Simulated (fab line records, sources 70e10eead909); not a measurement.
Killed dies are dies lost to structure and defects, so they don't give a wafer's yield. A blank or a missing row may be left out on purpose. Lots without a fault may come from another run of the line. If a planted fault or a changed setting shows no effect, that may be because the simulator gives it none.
fab line records :: flow nand-harc
record:
  lots: 6
  wafers: 17
  last-day: 24
route steps=1159 shown THIN_TSV@1139 END@1159
lots with no fault: from the same line, run without faults
start-h: hours from the record's first day to the start of the lot's first wafer shown :: wait-h: how many hours have passed since the lot's step before this one :: " unchanged from the row above :: L1.1+2: a single row standing in for several wafers :: - no value, or no start given :: * or withheld: withheld :: < > ~ a bound
route shown NAME@n: a module of which the file shows steps, and the number in the route of the first :: usual: the fault-free wafers' mean and standard deviation :: same: alike in all rows :: chamber/n: place in a boat :: sites: the reading at each site :: _std_site: their standard deviation :: _edge_site: mean of outer sites minus mean of inner sites :: radius-mm: how far each site lies from the wafer's centre :: mask NAME#n: copy n :: behind: the last tool/chamber to shape the wafer :: hold: what put the lot on hold/how long, in hours/how the hold closed :: device: the transistor (n, p or np) that didn't switch :: end of line: the same wafers' tests at the end of the route :: where a step has no rows: the recipe by itself :: killed: dies lost to structure and defects at the first sort, not the wafer's yield :: map: shows each die of a wafer: x if killed, . if not, _ if none is there
set.NAME: the setting that was run; set.NAME@STEP: the one run at that earlier step :: model.NAME: the simulator's own value behind a step, which no gauge read
certain route steps with their lots: each step a table, each wafer a row
services: from which hour (start-h, from the record's first day; less than 0 if before it) a tool's chamber was out of use, for how many hours, and why
== steps ==
step: NHARC_THIN_TSV_PVD_24
recipe:
  target-thk-a: 8000
  power-w: withheld
  chamber-pressure-pa: withheld
  substrate-temp-c: withheld
  time-s: withheld
  gas: Ar
  material: Al
step: NHARC_THIN_TSV_DEHYDRATE_25
recipe:
  temp-c: 150
  time-s: 120
step: NHARC_THIN_TSV_HMDS_26
recipe:
  time-s: 30
step: NHARC_THIN_TSV_COAT_27
recipe:
  spin-rpm: *
step: NHARC_THIN_TSV_SOFTBAKE_28
recipe:
  temp-c: 122
  time-s: 95
step: NHARC_THIN_TSV_EBR_29
step: NHARC_THIN_TSV_EXPOSE_30
recipe:
  na: 0.55
  dose-mj: 11.47
  mask-id: PAD
step: NHARC_THIN_TSV_PEB_31
recipe:
  peb-temp-c: 118
  peb-time-s: 85
step: NHARC_THIN_TSV_DEVELOP_32
recipe:
  time-s: 70
step: NHARC_THIN_TSV_CD_MEAS_33
recipe:
  target-cd-nm: 5000
  landing-energy-ev: 500
usual:
  cd-nm: 5002/3.5
lot.wafer: L684.2
tool: cd-sem-02
chamber: 0
start-h: 420.18
wait-h: -
cd-nm: 4998

lot.wafer: L684.3
tool: cd-sem-02
chamber: 0
start-h: 420.18
wait-h: -
cd-nm: 4996

lot.wafer: L684.4
tool: cd-sem-02
chamber: 0
start-h: 420.18
wait-h: -
cd-nm: 5001

lot.wafer: L689.3
tool: cd-sem-03
chamber: 0
start-h: 449.65
wait-h: -
cd-nm: 4999

lot.wafer: L689.4
tool: cd-sem-03
chamber: 0
start-h: 449.65
wait-h: -
cd-nm: 4995

lot.wafer: L689.5
tool: cd-sem-03
chamber: 0
start-h: 449.65
wait-h: -
cd-nm: 4999

lot.wafer: L694.1
tool: cd-sem-03
chamber: 0
start-h: 483.56
wait-h: -
cd-nm: 4999

lot.wafer: L694.3
tool: cd-sem-03
chamber: 0
start-h: 483.56
wait-h: -
cd-nm: 4999

lot.wafer: L694.5
tool: cd-sem-03
chamber: 0
start-h: 483.56
wait-h: -
cd-nm: 5002

lot.wafer: L697.1
tool: cd-sem-03
chamber: 0
start-h: 504.79
wait-h: -
cd-nm: 5006

lot.wafer: L697.3
tool: cd-sem-03
chamber: 0
start-h: 504.79
wait-h: -
cd-nm: 5007

lot.wafer: L704.3
tool: cd-sem-03
chamber: 0
start-h: 553.17
wait-h: -
cd-nm: 5002

lot.wafer: L704.4
tool: cd-sem-03
chamber: 0
start-h: 553.17
wait-h: -
cd-nm: 5006

lot.wafer: L704.6
tool: cd-sem-03
chamber: 0
start-h: 553.17
wait-h: -
cd-nm: 5004

lot.wafer: L707.1
tool: cd-sem-03
chamber: 0
start-h: 569.00
wait-h: -
cd-nm: 5000

lot.wafer: L707.2
tool: cd-sem-03
chamber: 0
start-h: 569.00
wait-h: -
cd-nm: 4995

lot.wafer: L707.5
tool: cd-sem-03
chamber: 0
start-h: 569.00
wait-h: -
cd-nm: 5003
step: NHARC_THIN_TSV_HARDBAKE_34
recipe:
  temp-c: 125
  time-s: 80
step: NHARC_THIN_TSV_DESCUM_35
recipe:
  time-s: 3
  o2-flow-sccm: 200
  ar-flow-sccm: 0
  bias-power-w: 0
  chemistry: O2
usual:
  drypump-motor-current-A: 5.5/0.49
  mfc-ar-sccm: 0.003/0.0062
  oes-product-au: 0.999/0.012
  rf-vpp-V: 57.6/0.89
  showerhead-plenum-p-Torr: 1.91/0.093
  throttle-valve-pct: 11.312/0.0087
same:
  time-s: 3
lot.wafer: L684.4
tool: rie-diel-01
chamber: 2
start-h: 420.35
wait-h: -
drypump-motor-current-A: 4.9
mfc-ar-sccm: 0
oes-product-au: 1.002
rf-hours-counter-h: 11
rf-vpp-V: 58.4
showerhead-plenum-p-Torr: 1.98
throttle-valve-pct: 11.320

lot.wafer: L684.2
tool: rie-diel-01
chamber: 3
start-h: 420.35
wait-h: -
drypump-motor-current-A: 6.7
mfc-ar-sccm: 0
oes-product-au: 0.988
rf-hours-counter-h: 10
rf-vpp-V: 58.6
showerhead-plenum-p-Torr: 1.82
throttle-valve-pct: 11.309

lot.wafer: L684.3
tool: rie-diel-01
chamber: 0
start-h: 420.35
wait-h: -
drypump-motor-current-A: 5.1
mfc-ar-sccm: 0
oes-product-au: 1.000
rf-hours-counter-h: 11
rf-vpp-V: 57.3
showerhead-plenum-p-Torr: 1.79
throttle-valve-pct: 11.303

lot.wafer: L689.4
tool: rie-diel-12
chamber: 1
start-h: 449.83
wait-h: -
drypump-motor-current-A: 4.9
mfc-ar-sccm: 0
oes-product-au: 1.003
rf-hours-counter-h: 4
rf-vpp-V: 57.0
showerhead-plenum-p-Torr: 1.89
throttle-valve-pct: 11.303

lot.wafer: L689.3
tool: rie-diel-12
chamber: 2
start-h: 449.83
wait-h: -
drypump-motor-current-A: 5.4
mfc-ar-sccm: 0.020
oes-product-au: 0.986
rf-hours-counter-h: 4
rf-vpp-V: 58.4
showerhead-plenum-p-Torr: 2.02
throttle-valve-pct: 11.310

lot.wafer: L689.5
tool: rie-diel-12
chamber: 0
start-h: 449.83
wait-h: -
drypump-motor-current-A: 4.9
mfc-ar-sccm: 0
oes-product-au: 1.019
rf-hours-counter-h: -
rf-vpp-V: 56.7
showerhead-plenum-p-Torr: 1.99
throttle-valve-pct: 11.304

lot.wafer: L694.1
tool: rie-diel-03
chamber: 1
start-h: 483.73
wait-h: -
drypump-motor-current-A: 6.1
mfc-ar-sccm: 0.006
oes-product-au: 0.997
rf-hours-counter-h: 7
rf-vpp-V: 57.4
showerhead-plenum-p-Torr: 1.81
throttle-valve-pct: 11.304

lot.wafer: L694.3
tool: rie-diel-03
chamber: 2
start-h: 483.73
wait-h: -
drypump-motor-current-A: 5.9
mfc-ar-sccm: 0
oes-product-au: 1.007
rf-hours-counter-h: 7
rf-vpp-V: 57.4
showerhead-plenum-p-Torr: 2.00
throttle-valve-pct: 11.316

lot.wafer: L694.5
tool: rie-diel-03
chamber: 1
start-h: 483.73
wait-h: -
drypump-motor-current-A: 6.1
mfc-ar-sccm: 0.006
oes-product-au: 1.005
rf-hours-counter-h: -
rf-vpp-V: 58.3
showerhead-plenum-p-Torr: 1.81
throttle-valve-pct: 11.316

lot.wafer: L697.3
tool: rie-diel-01
chamber: 0
start-h: 504.95
wait-h: -
drypump-motor-current-A: 5.1
mfc-ar-sccm: 0
oes-product-au: 1.027
rf-hours-counter-h: 0
rf-vpp-V: 56.1
showerhead-plenum-p-Torr: 1.78
throttle-valve-pct: 11.328

lot.wafer: L697.1
tool: rie-diel-01
chamber: 2
start-h: 504.95
wait-h: -
drypump-motor-current-A: 4.9
mfc-ar-sccm: 0
oes-product-au: 1.005
rf-hours-counter-h: 0
rf-vpp-V: 57.4
showerhead-plenum-p-Torr: 1.98
throttle-valve-pct: 11.312

lot.wafer: L704.3
tool: rie-diel-12
chamber: 3
start-h: 553.34
wait-h: -
drypump-motor-current-A: 5.7
mfc-ar-sccm: 0.013
oes-product-au: 0.991
rf-hours-counter-h: 10
rf-vpp-V: 56.2
showerhead-plenum-p-Torr: 1.96
throttle-valve-pct: 11.312

lot.wafer: L704.4
tool: rie-diel-12
chamber: 0
start-h: 553.34
wait-h: -
drypump-motor-current-A: 4.9
mfc-ar-sccm: 0
oes-product-au: 1.006
rf-hours-counter-h: 10
rf-vpp-V: 58.5
showerhead-plenum-p-Torr: 1.98
throttle-valve-pct: 11.310

lot.wafer: L704.6
tool: rie-diel-12
chamber: 2
start-h: 553.34
wait-h: -
drypump-motor-current-A: 5.4
mfc-ar-sccm: 0.020
oes-product-au: 0.996
rf-hours-counter-h: -
rf-vpp-V: 58.0
showerhead-plenum-p-Torr: 2.02
throttle-valve-pct: 11.318

lot.wafer: L707.1
tool: rie-diel-03
chamber: 3
start-h: 569.17
wait-h: -
drypump-motor-current-A: 5.3
mfc-ar-sccm: 0
oes-product-au: 1.003
rf-hours-counter-h: 15
rf-vpp-V: 57.2
showerhead-plenum-p-Torr: 2.02
throttle-valve-pct: 11.328

lot.wafer: L707.2
tool: rie-diel-03
chamber: 0
start-h: 569.17
wait-h: -
drypump-motor-current-A: 5.6
mfc-ar-sccm: 0
oes-product-au: 1.007
rf-hours-counter-h: 15
rf-vpp-V: 57.7
showerhead-plenum-p-Torr: 1.77
throttle-valve-pct: 11.328

lot.wafer: L707.5
tool: rie-diel-03
chamber: 2
start-h: 569.17
wait-h: -
drypump-motor-current-A: 5.9
mfc-ar-sccm: 0
oes-product-au: 1.021
rf-hours-counter-h: -
rf-vpp-V: 58.6
showerhead-plenum-p-Torr: 2.00
throttle-valve-pct: 11.306
step: NHARC_THIN_TSV_ETCH_59
recipe:
  target-depth-a: 8800
  icp-w: 900
  bias-w: 100
  Cl2_flow_sccm: 60
  bcl3-flow-sccm: 30
  time-s: 138.1
  chemistry: Cl2/BCl3
usual:
  drypump-motor-current-A: 5.3/0.38
  oes-product-au: 1.004/0.012
  throttle-valve-pct: 22.264/0.0088
same:
  time-s: 138.1
lot.wafer: L684.2
tool: rie-metal-02
chamber: 1
start-h: 420.50
wait-h: 0.1
drypump-motor-current-A: 4.8
oes-product-au: 1.035
rf-hours-counter-h: 0.5
throttle-valve-pct: 22.254

lot.wafer: L684.4
tool: rie-metal-02
chamber: 0
start-h: 420.50
wait-h: 0.1
drypump-motor-current-A: 6.1
oes-product-au: 1.010
rf-hours-counter-h: -
throttle-valve-pct: 22.251

lot.wafer: L684.3
tool: rie-metal-02
chamber: 1
start-h: 420.50
wait-h: 0.1
drypump-motor-current-A: 4.8
oes-product-au: 1.029
rf-hours-counter-h: -
throttle-valve-pct: 22.258

lot.wafer: L689.4
tool: rie-metal-03
chamber: 0
start-h: 450.03
wait-h: 0.2
drypump-motor-current-A: 5.4
oes-product-au: 1.007
rf-hours-counter-h: -
throttle-valve-pct: 22.265

lot.wafer: L689.3
tool: rie-metal-03
chamber: 1
start-h: 450.03
wait-h: 0.2
drypump-motor-current-A: 5.3
oes-product-au: 1.000
rf-hours-counter-h: -
throttle-valve-pct: 22.268

lot.wafer: L689.5
tool: rie-metal-03
chamber: 0
start-h: 450.03
wait-h: 0.2
drypump-motor-current-A: 5.4
oes-product-au: 1.009
rf-hours-counter-h: -
throttle-valve-pct: 22.247

lot.wafer: L694.1
tool: rie-metal-03
chamber: 1
start-h: 483.88
wait-h: 0.1
drypump-motor-current-A: 5.3
oes-product-au: 0.810
rf-hours-counter-h: 0.3
throttle-valve-pct: 22.264

lot.wafer: L694.3
tool: rie-metal-03
chamber: 0
start-h: 483.88
wait-h: 0.1
drypump-motor-current-A: 5.3
oes-product-au: 0.803
rf-hours-counter-h: -
throttle-valve-pct: 22.246

lot.wafer: L694.5
tool: rie-metal-03
chamber: 1
start-h: 483.88
wait-h: 0.1
drypump-motor-current-A: 5.3
oes-product-au: 1.004
rf-hours-counter-h: -
throttle-valve-pct: 22.263

lot.wafer: L697.1
tool: rie-metal-03
chamber: 1
start-h: 505.11
wait-h: 0.1
drypump-motor-current-A: 5.3
oes-product-au: 0.801
rf-hours-counter-h: 1.3
throttle-valve-pct: 22.268

lot.wafer: L697.3
tool: rie-metal-03
chamber: 1
start-h: 505.11
wait-h: 0.1
drypump-motor-current-A: 5.3
oes-product-au: 0.803
rf-hours-counter-h: -
throttle-valve-pct: 22.246

lot.wafer: L704.3
tool: rie-metal-02
chamber: 1
start-h: 553.60
wait-h: 0.2
drypump-motor-current-A: 4.8
oes-product-au: 1.018
rf-hours-counter-h: -
throttle-valve-pct: 22.259

lot.wafer: L704.4
tool: rie-metal-02
chamber: 1
start-h: 553.60
wait-h: 0.2
drypump-motor-current-A: 4.8
oes-product-au: 1.023
rf-hours-counter-h: -
throttle-valve-pct: 22.279

lot.wafer: L704.6
tool: rie-metal-02
chamber: 1
start-h: 553.60
wait-h: 0.2
drypump-motor-current-A: 4.8
oes-product-au: 1.016
rf-hours-counter-h: -
throttle-valve-pct: 22.276

lot.wafer: L707.2
tool: rie-metal-01
chamber: 0
start-h: 569.28
wait-h: 0.1
drypump-motor-current-A: 5.8
oes-product-au: 1.009
rf-hours-counter-h: 1.8
throttle-valve-pct: 22.272

lot.wafer: L707.1
tool: rie-metal-01
chamber: 1
start-h: 569.28
wait-h: 0.1
drypump-motor-current-A: 5.2
oes-product-au: 0.992
rf-hours-counter-h: 1.8
throttle-valve-pct: 22.265

lot.wafer: L707.5
tool: rie-metal-01
chamber: 0
start-h: 569.28
wait-h: 0.1
drypump-motor-current-A: 5.8
oes-product-au: 1.007
rf-hours-counter-h: -
throttle-valve-pct: 22.265
step: NHARC_THIN_TSV_ETCH_36
recipe:
  target-depth-a: 650
  over-etch-frac: 0.3
  time-s: 18.571
  ion-energy-ev: 150
  chemistry: Cl2/BCl3
usual:
  drypump-motor-current-A: 5.3/0.38
  oes-product-au: 1.002/0.012
same:
  time-s: 18.571
lot.wafer: L684.2
tool: rie-metal-02
chamber: 0
start-h: 420.72
wait-h: 0.2
drypump-motor-current-A: 6.1
oes-product-au: 1.009
rf-hours-counter-h: 0.7

lot.wafer: L684.4
tool: rie-metal-02
chamber: 0
start-h: 420.72
wait-h: 0.2
drypump-motor-current-A: 6.1
oes-product-au: 1.008
rf-hours-counter-h: -

lot.wafer: L684.3
tool: rie-metal-02
chamber: 1
start-h: 420.72
wait-h: 0.2
drypump-motor-current-A: 4.8
oes-product-au: 1.024
rf-hours-counter-h: -

lot.wafer: L689.4
tool: rie-metal-03
chamber: 0
start-h: 450.28
wait-h: 0.2
drypump-motor-current-A: 5.3
oes-product-au: 1.000
rf-hours-counter-h: -

lot.wafer: L689.3
tool: rie-metal-03
chamber: 1
start-h: 450.28
wait-h: 0.2
drypump-motor-current-A: 5.3
oes-product-au: 0.986
rf-hours-counter-h: -

lot.wafer: L689.5
tool: rie-metal-03
chamber: 0
start-h: 450.28
wait-h: 0.2
drypump-motor-current-A: 5.3
oes-product-au: 1.003
rf-hours-counter-h: -

lot.wafer: L694.1
tool: rie-metal-03
chamber: 1
start-h: 484.11
wait-h: 0.2
drypump-motor-current-A: 5.3
oes-product-au: 1.014
rf-hours-counter-h: 0.4

lot.wafer: L694.3
tool: rie-metal-03
chamber: 0
start-h: 484.11
wait-h: 0.2
drypump-motor-current-A: 5.3
oes-product-au: 0.993
rf-hours-counter-h: -

lot.wafer: L694.5
tool: rie-metal-03
chamber: 0
start-h: 484.11
wait-h: 0.2
drypump-motor-current-A: 5.3
oes-product-au: 0.999
rf-hours-counter-h: -

lot.wafer: L697.1
tool: rie-metal-03
chamber: 1
start-h: 505.34
wait-h: 0.2
drypump-motor-current-A: 5.3
oes-product-au: 1.004
rf-hours-counter-h: 1.4

lot.wafer: L697.3
tool: rie-metal-03
chamber: 1
start-h: 505.34
wait-h: 0.2
drypump-motor-current-A: 5.3
oes-product-au: 0.994
rf-hours-counter-h: -

lot.wafer: L704.3
tool: rie-metal-02
chamber: 1
start-h: 553.95
wait-h: 0.3
drypump-motor-current-A: 4.8
oes-product-au: 1.012
rf-hours-counter-h: -

lot.wafer: L704.4
tool: rie-metal-02
chamber: 1
start-h: 553.95
wait-h: 0.3
drypump-motor-current-A: 4.8
oes-product-au: 1.012
rf-hours-counter-h: -

lot.wafer: L704.6
tool: rie-metal-02
chamber: 1
start-h: 553.95
wait-h: 0.3
drypump-motor-current-A: 4.8
oes-product-au: 1.020
rf-hours-counter-h: -

lot.wafer: L707.2
tool: rie-metal-01
chamber: 1
start-h: 569.54
wait-h: 0.2
drypump-motor-current-A: 5.2
oes-product-au: 0.981
rf-hours-counter-h: 1.9

lot.wafer: L707.1
tool: rie-metal-01
chamber: 0
start-h: 569.54
wait-h: 0.2
drypump-motor-current-A: 5.8
oes-product-au: 0.987
rf-hours-counter-h: 1.9

lot.wafer: L707.5
tool: rie-metal-01
chamber: 1
start-h: 569.54
wait-h: 0.2
drypump-motor-current-A: 5.2
oes-product-au: 0.993
rf-hours-counter-h: -
step: NHARC_END_SORT_01
recipe:
  temp-c: 25
usual:
  defect-limited-yield: 95.3/1.5
  killed-at-array: 28/10
  killed-at-other: 0.6/1.1
  killed-at-periphery: 3.6/2.6
  killed-dies: 32/10
  killed-open: 3.3/1.8
  killed-short: 1.9/1.4
  sort_bin_2_pct: 1.5/0.61
  sort_bin_3_pct: 0.27/0.2
  sort_bin_4_pct: 3.0/1
  sort-n-pass: 645/10
  sort-rim-yield-pct: 97.3/1.9
  sort-yield-pct: 95.3/1.5
same:
  gross-dies: 677
  sort_bin_5_pct[%]: 0
  sort_bin_6_pct[%]: 0
  sort_bin_7_pct[%]: 0
  sort_bin_8_pct[%]: 0
  sort-rim-n-gross: 106.00
lot.wafer: L694.1
tool: prober-01
chamber: 0
start-h: 492.53
wait-h: 2.5
defect-limited-yield[%]: 0
killed-at-array: 12
killed-at-other: 662
killed-at-periphery: 3
killed-dies: 677
killed-open: 4
killed-short: 2
sort_bin_2_pct[%]: 0.9
sort_bin_3_pct[%]: 97.78
sort_bin_4_pct[%]: 1.3
sort-n-pass: 0
sort-rim-yield-pct[%]: 0
sort-yield-pct[%]: 0

lot.wafer: L694.3
tool: prober-01
chamber: 0
start-h: 494.12
wait-h: 3.1
defect-limited-yield[%]: 0
killed-at-array: 14
killed-at-other: 661
killed-at-periphery: 2
killed-dies: 677
killed-open: 1
killed-short: 2
sort_bin_2_pct[%]: 0.9
sort_bin_3_pct[%]: 97.78
sort_bin_4_pct[%]: 1.3
sort-n-pass: 0
sort-rim-yield-pct[%]: 0
sort-yield-pct[%]: 0

lot.wafer: L697.1
tool: prober-01
chamber: 0
start-h: 513.77
wait-h: 2.5
defect-limited-yield[%]: 0
killed-at-array: 33
killed-at-other: 643
killed-at-periphery: 1
killed-dies: 677
killed-open: 4
killed-short: 3
sort_bin_2_pct[%]: 1.5
sort_bin_3_pct[%]: 94.83
sort_bin_4_pct[%]: 3.7
sort-n-pass: 0
sort-rim-yield-pct[%]: 0
sort-yield-pct[%]: 0

lot.wafer: L697.3
tool: prober-01
chamber: 0
start-h: 515.36
wait-h: 3.1
defect-limited-yield[%]: 0
killed-at-array: 39
killed-at-other: 636
killed-at-periphery: 2
killed-dies: 677
killed-open: 6
killed-short: 3
sort_bin_2_pct[%]: 1.6
sort_bin_3_pct[%]: 94.24
sort_bin_4_pct[%]: 4.1
sort-n-pass: 0
sort-rim-yield-pct[%]: 0
sort-yield-pct[%]: 0

lot.wafer: L707.1
tool: prober-01
chamber: 0
start-h: 577.69
wait-h: 2.5
defect-limited-yield[%]: 95.7
killed-at-array: 22
killed-at-other: 0
killed-at-periphery: 7
killed-dies: 29
killed-open: 5
killed-short: 1
sort_bin_2_pct[%]: 1.3
sort_bin_3_pct[%]: 0.15
sort_bin_4_pct[%]: 2.8
sort-n-pass: 648
sort-rim-yield-pct[%]: 98.1
sort-yield-pct[%]: 95.7

lot.wafer: L707.2
tool: prober-01
chamber: 0
start-h: 578.48
wait-h: 2.8
defect-limited-yield[%]: 95.4
killed-at-array: 23
killed-at-other: 0
killed-at-periphery: 8
killed-dies: 31
killed-open: 9
killed-short: 3
sort_bin_2_pct[%]: 1.8
sort_bin_3_pct[%]: 0.15
sort_bin_4_pct[%]: 2.7
sort-n-pass: 646
sort-rim-yield-pct[%]: 92.5
sort-yield-pct[%]: 95.4

lot.wafer: L707.5
tool: prober-01
chamber: 0
start-h: 580.86
wait-h: 3.7
defect-limited-yield[%]: 96.5
killed-at-array: 20
killed-at-other: 0
killed-at-periphery: 4
killed-dies: 24
killed-open: 1
killed-short: 0
sort_bin_2_pct[%]: 1.3
sort_bin_3_pct[%]: 0
sort_bin_4_pct[%]: 2.2
sort-n-pass: 653
sort-rim-yield-pct[%]: 98.1
sort-yield-pct[%]: 96.5
killed by level:class
L694.1 THIN_TSV:area-etch=661 A_CHANNEL_HOLE_D1:chamber-film-flake=5 A_WL_FILL:geometric-particle:open=3 A_WL_FILL:geometric-particle:short=2 P_ZERO_WELL:chamber-film-flake=2 P_GATE:geometric-particle:open=1 A_STAIRCASE:chamber-film-flake=1 A_CONTACT:chamber-film-flake=1
L694.3 THIN_TSV:area-etch=660 A_CONTACT:chamber-film-flake=5 P_STI:chamber-film-flake=2 A_CHANNEL_HOLE_D1:chamber-film-flake=2 A_CHANNEL_FILL_D1:chamber-film-flake=2 A_SLIT:geometric-particle:open=1 A_CONTACT:geometric-particle:short=1 STARTING-WAFER:geometric-particle:short=1
L697.1 THIN_TSV:area-etch=642 A_SLIT:chamber-film-flake=12 A_CHANNEL_HOLE_D1:chamber-film-flake=5 A_STAIRCASE:chamber-film-flake=4 A_CONTACT:geometric-particle:open=3 A_ONON_D1:geometric-particle:short=2 A_WL_FILL:chamber-film-flake=2 A_CONTACT:chamber-film-flake=2
L697.3 THIN_TSV:area-etch=635 A_SLIT:chamber-film-flake=18 A_CHANNEL_HOLE_D1:chamber-film-flake=6 A_STAIRCASE:chamber-film-flake=4 A_CONTACT:geometric-particle:open=2 A_WL_FILL:chamber-film-flake=2 P_CONTACT:geometric-particle:open=1 P_CONTACT:geometric-particle:short=1
L707.1 A_CHANNEL_HOLE_D1:chamber-film-flake=9 A_CONTACT:chamber-film-flake=8 P_M2:chamber-film-flake=3 A_CONTACT:geometric-particle:open=2 P_M0:geometric-particle:open=1 P_M1:geometric-particle:open=1 A_WL_FILL:geometric-particle:open=1 A_M0:geometric-particle:short=1
L707.2 A_CHANNEL_HOLE_D1:chamber-film-flake=12 A_CONTACT:geometric-particle:open=3 P_GATE:geometric-particle:open=2 P_STI:chamber-film-flake=2 P_GATE:chamber-film-flake=2 A_SLIT:chamber-film-flake=2 P_CONTACT:geometric-particle:open=1 A_SOURCE_PLATE:geometric-particle:short=1
L707.5 A_CONTACT:chamber-film-flake=9 A_CHANNEL_HOLE_D1:chamber-film-flake=6 P_GATE:chamber-film-flake=2 A_STAIRCASE:chamber-film-flake=2 A_SLIT:chamber-film-flake=2 A_CONTACT:geometric-particle:open=1 P_STI:chamber-film-flake=1 P_M2:chamber-film-flake=1
map L694.1 (x killed, . not)
____________x____________
_________xxxxxxx_________
_______xxxxxxxxxxx_______
______xxxxxxxxxxxxx______
_____xxxxxxxxxxxxxxx_____
____xxxxxxxxxxxxxxxxx____
____xxxxxxxxxxxxxxxxx____
___xxxxxxxxxxxxxxxxxxx___
___xxxxxxxxxxxxxxxxxxx___
__xxxxxxxxxxxxxxxxxxxxx__
__xxxxxxxxxxxxxxxxxxxxx__
_xxxxxxxxxxxxxxxxxxxxxxx_
_xxxxxxxxxxxxxxxxxxxxxxx_
_xxxxxxxxxxxxxxxxxxxxxxx_
_xxxxxxxxxxxxxxxxxxxxxxx_
_xxxxxxxxxxxxxxxxxxxxxxx_
xxxxxxxxxxxxxxxxxxxxxxxxx
xxxxxxxxxxxxxxxxxxxxxxxxx
xxxxxxxxxxxxxxxxxxxxxxxxx
xxxxxxxxxxxxxxxxxxxxxxxxx
xxxxxxxxxxxxxxxxxxxxxxxxx
_xxxxxxxxxxxxxxxxxxxxxxx_
_xxxxxxxxxxxxxxxxxxxxxxx_
_xxxxxxxxxxxxxxxxxxxxxxx_
_xxxxxxxxxxxxxxxxxxxxxxx_
_xxxxxxxxxxxxxxxxxxxxxxx_
__xxxxxxxxxxxxxxxxxxxxx__
__xxxxxxxxxxxxxxxxxxxxx__
___xxxxxxxxxxxxxxxxxxx___
___xxxxxxxxxxxxxxxxxxx___
____xxxxxxxxxxxxxxxxx____
____xxxxxxxxxxxxxxxxx____
_____xxxxxxxxxxxxxxx_____
______xxxxxxxxxxxxx______
_______xxxxxxxxxxx_______
_________xxxxxxx_________
____________x____________
map L697.1 (x killed, . not)
____________x____________
_________xxxxxxx_________
_______xxxxxxxxxxx_______
______xxxxxxxxxxxxx______
_____xxxxxxxxxxxxxxx_____
____xxxxxxxxxxxxxxxxx____
____xxxxxxxxxxxxxxxxx____
___xxxxxxxxxxxxxxxxxxx___
___xxxxxxxxxxxxxxxxxxx___
__xxxxxxxxxxxxxxxxxxxxx__
__xxxxxxxxxxxxxxxxxxxxx__
_xxxxxxxxxxxxxxxxxxxxxxx_
_xxxxxxxxxxxxxxxxxxxxxxx_
_xxxxxxxxxxxxxxxxxxxxxxx_
_xxxxxxxxxxxxxxxxxxxxxxx_
_xxxxxxxxxxxxxxxxxxxxxxx_
xxxxxxxxxxxxxxxxxxxxxxxxx
xxxxxxxxxxxxxxxxxxxxxxxxx
xxxxxxxxxxxxxxxxxxxxxxxxx
xxxxxxxxxxxxxxxxxxxxxxxxx
xxxxxxxxxxxxxxxxxxxxxxxxx
_xxxxxxxxxxxxxxxxxxxxxxx_
_xxxxxxxxxxxxxxxxxxxxxxx_
_xxxxxxxxxxxxxxxxxxxxxxx_
_xxxxxxxxxxxxxxxxxxxxxxx_
_xxxxxxxxxxxxxxxxxxxxxxx_
__xxxxxxxxxxxxxxxxxxxxx__
__xxxxxxxxxxxxxxxxxxxxx__
___xxxxxxxxxxxxxxxxxxx___
___xxxxxxxxxxxxxxxxxxx___
____xxxxxxxxxxxxxxxxx____
____xxxxxxxxxxxxxxxxx____
_____xxxxxxxxxxxxxxx_____
______xxxxxxxxxxxxx______
_______xxxxxxxxxxx_______
_________xxxxxxx_________
____________x____________
== services ==
tool: rie-metal-02
chamber: 0
start-h: 397.00
hours: -
kind: clean

tool: rie-metal-02
chamber: 1
start-h: 397.00
hours: -
kind: clean

tool: rie-diel-03
chamber: 0
start-h: 401.30
hours: -
kind: clean

tool: rie-diel-03
chamber: 1
start-h: 401.30
hours: -
kind: clean

tool: rie-diel-03
chamber: 2
start-h: 401.30
hours: -
kind: clean

tool: rie-diel-03
chamber: 3
start-h: 401.30
hours: -
kind: clean

tool: rie-diel-12
chamber: -
start-h: 433.03
hours: 2.9
kind: repair

tool: rie-metal-01
chamber: 0
start-h: 443.91
hours: 19.7
kind: repair

tool: rie-metal-03
chamber: -
start-h: 453.00
hours: 9.0
kind: pm

tool: rie-metal-03
chamber: 0
start-h: 453.00
hours: 9.0
kind: vent-cycle

tool: rie-metal-03
chamber: 1
start-h: 453.00
hours: 9.0
kind: vent-cycle

tool: rie-metal-03
chamber: 0
start-h: 462.00
hours: -
kind: clean

tool: rie-metal-03
chamber: 1
start-h: 462.00
hours: -
kind: clean

tool: rie-metal-01
chamber: -
start-h: 472.07
hours: 0.5
kind: repair

tool: rie-diel-01
chamber: -
start-h: 491.85
hours: 9.0
kind: pm

tool: rie-metal-02
chamber: 0
start-h: 498.15
hours: 77.1
kind: repair

tool: rie-diel-03
chamber: 1
start-h: 500.00
hours: 7.3
kind: repair

tool: rie-metal-01
chamber: -
start-h: 509.00
hours: 9.0
kind: pm

tool: rie-diel-03
chamber: 2
start-h: 521.63
hours: 6.5
kind: repair

tool: rie-metal-03
chamber: 0
start-h: 527.06
hours: 1.2
kind: repair

tool: rie-diel-12
chamber: -
start-h: 556.47
hours: 9.0
kind: pm

tool: rie-metal-02
chamber: -
start-h: 565.00
hours: 9.0
kind: pm

tool: rie-metal-02
chamber: 1
start-h: 565.00
hours: 9.0
kind: vent-cycle

tool: rie-diel-03
chamber: -
start-h: 569.30
hours: 9.0
kind: pm
== key ==
first-sign:
  step: NHARC_THIN_TSV_ETCH_59
  reading: oes-product-au
  direction: down
  sigmas: 17
  usual: 1.004
  struck: 0.804
effect:
  step: NHARC_END_SORT_01
  reading: killed-at-other
  direction: up
  sigmas: 99+
  usual: 0.6
  struck: 650.5
more-kills-born-at:
  NHARC_THIN_TSV_ETCH_59@rie-metal-03: 2598
met-at NHARC_THIN_TSV_ETCH_59
struck-wafers L694.1,L694.3,L697.1,L697.3
later-rows-left-out L694.1,L694.3,L697.1,L697.3
onset-between 450.03 483.88
fault:
  kind: process-parameter-drift
  tool: rie-metal-03
  chamber: -
  onset-h: 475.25
  steps: NHARC_THIN_TSV_ETCH_59
  channel: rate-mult
  offset: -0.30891
  shape: step
  end-h: 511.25
  scope: struck-wafers-only
later-rows-left-out: the simulator's readings of these wafers behind a module that went badly wrong aren't trusted and aren't shown, but for the sort
